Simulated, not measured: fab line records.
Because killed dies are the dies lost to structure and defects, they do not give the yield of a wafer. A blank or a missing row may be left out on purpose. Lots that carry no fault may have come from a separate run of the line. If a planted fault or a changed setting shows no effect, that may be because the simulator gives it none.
What tool caused it? :: flow n5Finfet :: Sampling: 9 lots, 27 wafers, 7 of 1938 route steps

== WHAT THE GAUGES SHOWED, per wafer ==
N5_STI_FIN_REVEAL_THK_MEAS_05. Usual: thkNm at 132.0 nm, with a standard deviation of 1.1.
lot: L465
measured: day 2 11:02
on: filmMetro-01
thkNm (nm): 134.8 131.6 131.6
flag: 

lot: L466
measured: day 2 16:09
on: filmMetro-01
thkNm (nm): 133.6 135.0 134.1
flag: 

lot: L467
measured: day 2 21:55
on: filmMetro-02
thkNm (nm): 131.5 132.3 133.3
flag: 

lot: L469
measured: day 3 09:51
on: filmMetro-02
thkNm (nm): 132.4 131.5 131.3
flag: 

lot: L475
measured: day 4 22:22
on: filmMetro-01
thkNm (nm): 131.7 130.1 129.7
flag: 

lot: L477
measured: day 5 12:08
on: filmMetro-02
thkNm (nm): 130.5 130.3 129.6
flag: 

lot: L479
measured: day 5 21:08
on: filmMetro-02
thkNm (nm): 131.0 134.0 133.2
flag: 

lot: L486
measured: day 7 18:07
on: filmMetro-01
thkNm (nm): 130.2 132.0 132.8
flag: 

lot: L488
measured: day 8 03:55
on: filmMetro-01
thkNm (nm): 132.2 132.4 132.9
flag: 

N5_DUMMY_GATE_THK_MEAS_05. Usual: thkNm at 72.2 nm, with a standard deviation of 1.1.
lot: L465
measured: day 2 19:17
on: filmMetro-01
thkNm (nm): 72.6 73.0 72.5
flag: 

lot: L466
measured: day 2 23:44
on: filmMetro-02
thkNm (nm): 72.1 71.2 71.8
flag: 

lot: L467
measured: day 3 06:10
on: filmMetro-01
thkNm (nm): 72.3 70.3 71.4
flag: 

lot: L469
measured: day 3 17:21
on: filmMetro-01
thkNm (nm): 72.1 70.3 72.3
flag: 

lot: L475
measured: day 5 09:18
on: filmMetro-02
thkNm (nm): 56.1 56.5 56.2
flag: OFF

lot: L477
measured: day 5 19:38
on: filmMetro-01
thkNm (nm): 55.3 54.3 56.4
flag: OFF

lot: L479
measured: day 6 04:36
on: filmMetro-01
thkNm (nm): 72.5 72.5 72.3
flag: 

lot: L486
measured: day 8 03:47
on: filmMetro-01
thkNm (nm): 72.5 73.2 72.5
flag: 

lot: L488
measured: day 8 11:50
on: filmMetro-02
thkNm (nm): 72.9 73.7 74.2
flag: 

N5_DUMMY_GATE_INSPECT_17: inspects for defects (brightfield). Usual: rawDefectCount at 196, with a standard deviation of 53.
lot: L465
measured: day 2 23:42
on: defectInspect-01
rawDefectCount: 105 163 94
flag: 

lot: L466
measured: day 3 04:15
on: defectInspect-02
rawDefectCount: 259 156 190
flag: 

lot: L467
measured: day 3 10:34
on: defectInspect-01
rawDefectCount: 187 104 151
flag: 

lot: L469
measured: day 3 21:45
on: defectInspect-02
rawDefectCount: 161 180 192
flag: 

lot: L475
measured: day 5 13:49
on: defectInspect-02
rawDefectCount: 319 159 182
flag: 

lot: L477
measured: day 6 00:08
on: defectInspect-01
rawDefectCount: 264 241 146
flag: 

lot: L479
measured: day 6 08:59
on: defectInspect-02
rawDefectCount: 232 209 207
flag: 

lot: L486
measured: day 8 08:11
on: defectInspect-02
rawDefectCount: 285 183 272
flag: 

lot: L488
measured: day 8 16:15
on: defectInspect-01
rawDefectCount: 234 348 179
flag: 

N5_SDB_THK_MEAS_31. Usual: SDB_THK gives 64.4 nm (standard deviation 1.1).
lot: L465
measured: day 3 22:36
on: filmMetro-01
SDB_THK (nm): 64.8 65.3 64.7
flag: 

lot: L466
measured: day 4 02:41
on: filmMetro-02
SDB_THK (nm): 64.4 63.4 64.1
flag: 

lot: L467
measured: day 4 09:44
on: filmMetro-01
SDB_THK (nm): 64.5 62.6 63.7
flag: 

lot: L469
measured: day 4 20:32
on: filmMetro-01
SDB_THK (nm): 64.4 62.5 64.6
flag: 

lot: L475
measured: day 6 14:56
on: filmMetro-02
SDB_THK (nm): 48.3 48.8 48.5
flag: OFF

lot: L477
measured: day 7 01:38
on: filmMetro-02
SDB_THK (nm): 47.5 46.6 48.7
flag: OFF

lot: L479
measured: day 7 08:32
on: filmMetro-01
SDB_THK (nm): 64.8 64.6 64.6
flag: 

lot: L486
measured: day 9 09:59
on: filmMetro-01
SDB_THK (nm): 64.9 65.3 64.7
flag: 

lot: L488
measured: day 9 18:20
on: filmMetro-02
SDB_THK (nm): 65.0 66.0 66.5
flag: 

== EACH LOT AND THE TOOL THAT RAN IT (in order: tool; ch and the chambers of the sampled wafers; start) ==
lot: L465
N5_STI_FIN_REVEAL_ETCHBACK_08: rieDiel-06 ch 2,3, day 2 11:19
N5_DUMMY_GATE_CVD_03: lpcvd-01 ch 1/50,1/54,1/59, day 2 15:18
N5_DUMMY_GATE_ETCH_44: rieSi-02 ch 0,2, day 3 01:32

lot: L466
N5_STI_FIN_REVEAL_ETCHBACK_08: rieDiel-06 ch 1,2,3, day 2 16:25
N5_DUMMY_GATE_CVD_03: lpcvd-01 ch 1/45,1/50,1/59, day 2 19:44
N5_DUMMY_GATE_ETCH_44: rieSi-04 ch 2,3, day 3 05:02

lot: L467
N5_STI_FIN_REVEAL_ETCHBACK_08: rieDiel-01 ch 0,2,3, day 2 22:16
N5_DUMMY_GATE_CVD_03: lpcvd-01 ch 0/65,0/70,0/79, day 3 02:11
N5_DUMMY_GATE_ETCH_44: rieSi-04 ch 0,1,2, day 3 11:49

lot: L469
N5_STI_FIN_REVEAL_ETCHBACK_08: rieDiel-06 ch 2,3, day 3 10:08
N5_DUMMY_GATE_CVD_03: lpcvd-01 ch 0/70,0/75,0/89, day 3 13:22
N5_DUMMY_GATE_ETCH_44: rieSi-01 ch 0,1, day 3 22:38

lot: L475
N5_STI_FIN_REVEAL_ETCHBACK_08: rieDiel-06 ch 1,3, day 4 22:49
N5_DUMMY_GATE_CVD_03: lpcvd-01 ch 0/45,0/54,0/64, day 5 03:29
N5_DUMMY_GATE_ETCH_44: rieSi-02 ch 1,3, day 5 14:37

lot: L477
N5_STI_FIN_REVEAL_ETCHBACK_08: rieDiel-05 ch 0,1,2, day 5 12:22
N5_DUMMY_GATE_CVD_03: lpcvd-01 ch 1/104,1/114,1/90, day 5 15:38
N5_DUMMY_GATE_ETCH_44: rieSi-02 ch 0,2, day 6 01:12

lot: L479
N5_STI_FIN_REVEAL_ETCHBACK_08: rieDiel-06 ch 0,1,2, day 5 21:22
N5_DUMMY_GATE_CVD_03: lpcvd-02 ch 1/65,1/75,1/79, day 6 00:37
N5_DUMMY_GATE_ETCH_44: rieSi-01 ch 2,3, day 6 09:59

lot: L486
N5_STI_FIN_REVEAL_ETCHBACK_08: rieDiel-01 ch 0,1,3, day 7 18:21
N5_DUMMY_GATE_CVD_03: lpcvd-02 ch 0/70,0/79,0/84, day 7 23:47
N5_DUMMY_GATE_ETCH_44: rieSi-02 ch 1,3, day 8 09:13

lot: L488
N5_STI_FIN_REVEAL_ETCHBACK_08: rieDiel-05 ch 0,1,3, day 8 04:25
N5_DUMMY_GATE_CVD_03: lpcvd-02 ch 1/70,1/75,1/84, day 8 07:52
N5_DUMMY_GATE_ETCH_44: rieSi-02 ch 0,2, day 8 17:27
- N5_STI_FIN_REVEAL_ETCHBACK_08: etches SiO2 in C4F6/O2, target depth 30.5 nm, time 10.167 s.
- N5_DUMMY_GATE_CVD_03: deposits a-Si from SiH4, target thk 150 nm, time 8042 s.
- N5_DUMMY_GATE_ETCH_44: etches poly-Si in HBr/O2, stops on SiO2, target depth 127.5 nm.

== WHAT THE TOOLS THEMSELVES READ (means of the sampled wafers that have a number; where no wafer has one, the mark that the record gives instead) ==
N5_STI_FIN_REVEAL_ETCHBACK_08. Usual: drypumpMotorCurrentA 5.6 A, standard deviation 0.42; oes_o_777_au 0.83 a.u., standard deviation 0.11; oesProductAu 0.82 a.u., standard deviation 0.098; rfVppV 667 V, standard deviation 13; showerheadPlenumPTorr 2.88 Torr, standard deviation 0.079; throttleValvePct 21.12 %, standard deviation 0.21.
lot: L465
tool: rieDiel-06
drypumpMotorCurrentA (A): 5.2
oes_o_777_au (a.u.): 0.81
oesProductAu (a.u.): 0.80
rfVppV (V): 682
showerheadPlenumPTorr (Torr): 2.96
throttleValvePct (%): 21.20
flag: 

lot: L466
tool: rieDiel-06
drypumpMotorCurrentA (A): 5.5
oes_o_777_au (a.u.): 0.80
oesProductAu (a.u.): 0.81
rfVppV (V): 671
showerheadPlenumPTorr (Torr): 2.89
throttleValvePct (%): 21.14
flag: 

lot: L467
tool: rieDiel-01
drypumpMotorCurrentA (A): 5.3
oes_o_777_au (a.u.): 0.82
oesProductAu (a.u.): 0.79
rfVppV (V): 670
showerheadPlenumPTorr (Torr): 2.92
throttleValvePct (%): 21.11
flag: 

lot: L469
tool: rieDiel-06
drypumpMotorCurrentA (A): 5.2
oes_o_777_au (a.u.): 0.86
oesProductAu (a.u.): 0.86
rfVppV (V): 680
showerheadPlenumPTorr (Torr): 2.98
throttleValvePct (%): 21.01
flag: 

lot: L475
tool: rieDiel-06
drypumpMotorCurrentA (A): 5.5
oes_o_777_au (a.u.): 0.71
oesProductAu (a.u.): 0.71
rfVppV (V): 673
showerheadPlenumPTorr (Torr): 2.86
throttleValvePct (%): 21.35
flag: 

lot: L477
tool: rieDiel-05
drypumpMotorCurrentA (A): 5.8
oes_o_777_au (a.u.): 0.91
oesProductAu (a.u.): 0.90
rfVppV (V): 671
showerheadPlenumPTorr (Torr): 2.81
throttleValvePct (%): 21.02
flag: 

lot: L479
tool: rieDiel-06
drypumpMotorCurrentA (A): 5.6
oes_o_777_au (a.u.): 0.79
oesProductAu (a.u.): 0.79
rfVppV (V): 663
showerheadPlenumPTorr (Torr): 2.85
throttleValvePct (%): 21.11
flag: 

lot: L486
tool: rieDiel-01
drypumpMotorCurrentA (A): 5.7
oes_o_777_au (a.u.): 0.82
oesProductAu (a.u.): 0.81
rfVppV (V): 662
showerheadPlenumPTorr (Torr): 2.90
throttleValvePct (%): 21.19
flag: 

lot: L488
tool: rieDiel-05
drypumpMotorCurrentA (A): 6.0
oes_o_777_au (a.u.): 0.79
oesProductAu (a.u.): 0.79
rfVppV (V): 664
showerheadPlenumPTorr (Torr): 2.86
throttleValvePct (%): 21.10
flag: 

N5_DUMMY_GATE_CVD_03. Usual: spikeTcLowerC 530.8 C, standard deviation 1.6; susceptorTempC 529.99 C, standard deviation 0.17.
lot: L465
tool: lpcvd-01
spikeTcLowerC (C): 532.0
susceptorTempC (C): 530.18
flag: 

lot: L466
tool: lpcvd-01
spikeTcLowerC (C): 531.7
susceptorTempC (C): 530.09
flag: 

lot: L467
tool: lpcvd-01
spikeTcLowerC (C): 528.9
susceptorTempC (C): 529.73
flag: 

lot: L469
tool: lpcvd-01
spikeTcLowerC (C): 528.4
susceptorTempC (C): 529.96
flag: 

lot: L475
tool: lpcvd-01
spikeTcLowerC (C): 529.3
susceptorTempC (C): 529.80
flag: 

lot: L477
tool: lpcvd-01
spikeTcLowerC (C): 532.4
susceptorTempC (C): 529.95
flag: 

lot: L479
tool: lpcvd-02
spikeTcLowerC (C): 532.2
susceptorTempC (C): 530.21
flag: 

lot: L486
tool: lpcvd-02
spikeTcLowerC (C): 530.6
susceptorTempC (C): 530.11
flag: 

lot: L488
tool: lpcvd-02
spikeTcLowerC (C): 532.3
susceptorTempC (C): 529.90
flag: 

N5_DUMMY_GATE_ETCH_44. Usual: HBr_flow_sccm 120.0 sccm, standard deviation 0.33; drypumpMotorCurrentA 5.9 A, standard deviation 0.41; oesProductAu 0.725 a.u., standard deviation 0.015; throttleValvePct 18.46 %, standard deviation 0.17.
lot: L465
tool: rieSi-02
HBr_flow_sccm (sccm): 119.5
drypumpMotorCurrentA (A): 5.5
oesProductAu (a.u.): 0.724
throttleValvePct (%): 18.45
flag: 

lot: L466
tool: rieSi-04
HBr_flow_sccm (sccm): 120.1
drypumpMotorCurrentA (A): 5.9
oesProductAu (a.u.): 0.718
throttleValvePct (%): 18.43
flag: 

lot: L467
tool: rieSi-04
HBr_flow_sccm (sccm): 120.3
drypumpMotorCurrentA (A): 6.1
oesProductAu (a.u.): 0.708
throttleValvePct (%): 18.47
flag: 

lot: L469
tool: rieSi-01
HBr_flow_sccm (sccm): 120.0
drypumpMotorCurrentA (A): 5.3
oesProductAu (a.u.): 0.728
throttleValvePct (%): 18.64
flag: 

lot: L475
tool: rieSi-02
HBr_flow_sccm (sccm): 119.9
drypumpMotorCurrentA (A): 6.1
oesProductAu (a.u.): 0.653
throttleValvePct (%): 18.22
flag: OFF

lot: L477
tool: rieSi-02
HBr_flow_sccm (sccm): 119.9
drypumpMotorCurrentA (A): 5.7
oesProductAu (a.u.): 0.652
throttleValvePct (%): 18.44
flag: OFF

lot: L479
tool: rieSi-01
HBr_flow_sccm (sccm): 119.8
drypumpMotorCurrentA (A): 6.3
oesProductAu (a.u.): 0.709
throttleValvePct (%): 18.65
flag: 

lot: L486
tool: rieSi-02
HBr_flow_sccm (sccm): 119.9
drypumpMotorCurrentA (A): 6.1
oesProductAu (a.u.): 0.729
throttleValvePct (%): 18.31
flag: 

lot: L488
tool: rieSi-02
HBr_flow_sccm (sccm): 120.1
drypumpMotorCurrentA (A): 5.7
oesProductAu (a.u.): 0.739
throttleValvePct (%): 18.45
flag: 

== THE ANSWER, worked out from the rows above alone ==
Rule: lot off if the mean of its wafers having a number is beyond 3 standard deviations from the usual mean. A lot without any number at a reading at which 4 lots or more have one is off too. Where the step has rows for the other lots, those lots are counted as sound. After the gauges, taken in route order, come the tools' own readings; for these a lot's mean is taken, as printed above. At the first step where some lot is off, the reading lying furthest off is the one used; lots without a number count as furthest.
Off: L475, L477, at N5_DUMMY_GATE_THK_MEAS_05 (thkNm).
If a tool, at a process step before that reading, ran all the lots that are off and no sound lot after the first of them, it fits. Not tried: the gauges at N5_DUMMY_GATE_THK_MEAS_05; whatever is off there is also off at N5_DUMMY_GATE_ETCH_44, on other tools, and gauge error can't account for it. One fits: lpcvd-01 at N5_DUMMY_GATE_CVD_03. A fault onset in the window from L469 (day 3 13:22, its last sound lot) to L475 (day 5 03:29, its first lot off) fits.

== WHAT WAS PUT IN BY THE SIMULATOR ==
Site profile drift: lpcvd-01, from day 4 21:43 on, at N5_DUMMY_GATE_CVD_03. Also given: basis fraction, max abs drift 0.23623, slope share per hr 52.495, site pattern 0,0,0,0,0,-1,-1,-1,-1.
Lots struck among those shown: L475, L477. The rule above found the same.
